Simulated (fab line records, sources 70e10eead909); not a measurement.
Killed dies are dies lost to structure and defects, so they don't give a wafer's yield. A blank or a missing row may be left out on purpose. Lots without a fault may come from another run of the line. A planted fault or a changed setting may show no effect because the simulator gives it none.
Chamber matching | flow nand_harc | NHARC_A_CONTACT_ETCH_91 on rie_diel-12: 4 sister chambers
The step etches the open film in CH3F/O2, target depth 40 nm, time 85.7 s. 8 wafers are shown with their chamber, then 8 later ones without.

WAFERS WITH THEIR CHAMBER
wafer  | chamber | drypump_motor_current_A (A) | showerhead_plenum_p_Torr (Torr)
L188.2 | 2       | 5.90                        | 2.29
L188.5 | 0       | 5.56                        | 2.65
L189.4 | 2       | 5.90                        | 2.28
L190.5 | 0       | 5.56                        | 2.65
L190.6 | 3       | 5.46                        | 2.57
L197.1 | 1       | 6.05                        | 2.66
L197.6 | 3       | 5.45                        | 2.57
L198.3 | 1       | 6.02                        | 2.66

WAFERS WITHOUT THEIR CHAMBER
wafer  | drypump_motor_current_A (A) | showerhead_plenum_p_Torr (Torr)
L198.6 | 5.42                        | 2.56
L199.6 | 6.02                        | 2.66
L203.2 | 5.55                        | 2.64
L203.3 | 5.47                        | 2.56
L203.6 | 6.06                        | 2.66
L204.3 | 5.45                        | 2.56
L204.4 | 5.86                        | 2.28
L204.6 | 5.55                        | 2.64

WHICH CHAMBER EACH WENT THROUGH
wafer  | from the rows above | in truth
L198.6 | 3                   | 3
L199.6 | 1                   | 1
L203.2 | 0                   | 0
L203.3 | 3                   | 3
L203.6 | 1                   | 1
L204.3 | 3                   | 3
L204.4 | 2                   | 2
L204.6 | 0                   | 0
Placed correctly: 8 of 8. Can't be placed from these rows: 0. Placed wrongly: 0.
How it was worked out, from the rows above alone: a wafer's distance from a chamber is the root of the sum, over the readings, of the square of ((its reading less the chamber's mean) divided by the reading's scatter). The wafer belongs to the nearest chamber; if the next one is less than 2 further off, it can't be placed. A chamber's mean is the mean of its shown wafers. The scatter: the root of (the sum of the squares of (reading less its chamber's mean) over the shown wafers, divided by (wafers less chambers)).
